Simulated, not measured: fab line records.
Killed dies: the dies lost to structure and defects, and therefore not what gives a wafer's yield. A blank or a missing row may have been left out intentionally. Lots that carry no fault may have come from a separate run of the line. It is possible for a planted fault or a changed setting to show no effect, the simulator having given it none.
Matching of chambers    flow nand harc    4 sister chambers for NHARC_A_CONTACT_CMP_20 on cmp-04
The step polishes, t overpolish 30 s, target thk 300 nm. 4 wafers are shown with their chamber, then 7 later ones without.

## WAFERS PAIRED WITH THEIR CHAMBERS
wafer   chamber  motor current A (A)
L158.4  3        10.0
L158.5  2        12.4
L160.2  0        11.9
L160.4  1        11.3

## WAFERS WITH NO CHAMBER GIVEN
wafer   motor current A (A)
L160.6  10.4
L161.2  12.1
L161.3  10.0
L161.5  12.4
L166.3  12.5
L166.5  12.7
L166.6  11.0

## WHICH CHAMBER EACH ONE RAN IN
wafer    from the rows above       in truth
L160.6   3                         3
L161.2   can't be placed: 0 or 2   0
L161.3   3                         3
L161.5   2                         2
L166.3   2                         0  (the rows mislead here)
L166.5   2                         2
L166.6   1                         1
Placed correctly: 5 of 7. Can't be placed from these rows: 1 (the true chamber is among the candidates in 1). Placed wrongly: 1.
How it was worked out, from the rows above alone: a wafer's distance from a chamber is the root of the sum, over the readings, of the square of ((its reading less the chamber's mean) divided by the reading's scatter). If the next closest chamber is less than 2 further off than the closest, the wafer can't be placed; otherwise it belongs to the closest. The mean given for a chamber averages the wafers shown for that chamber. The scatter: root of mean squared gap, hidden wafer to nearest shown wafer, with one shown wafer a chamber.
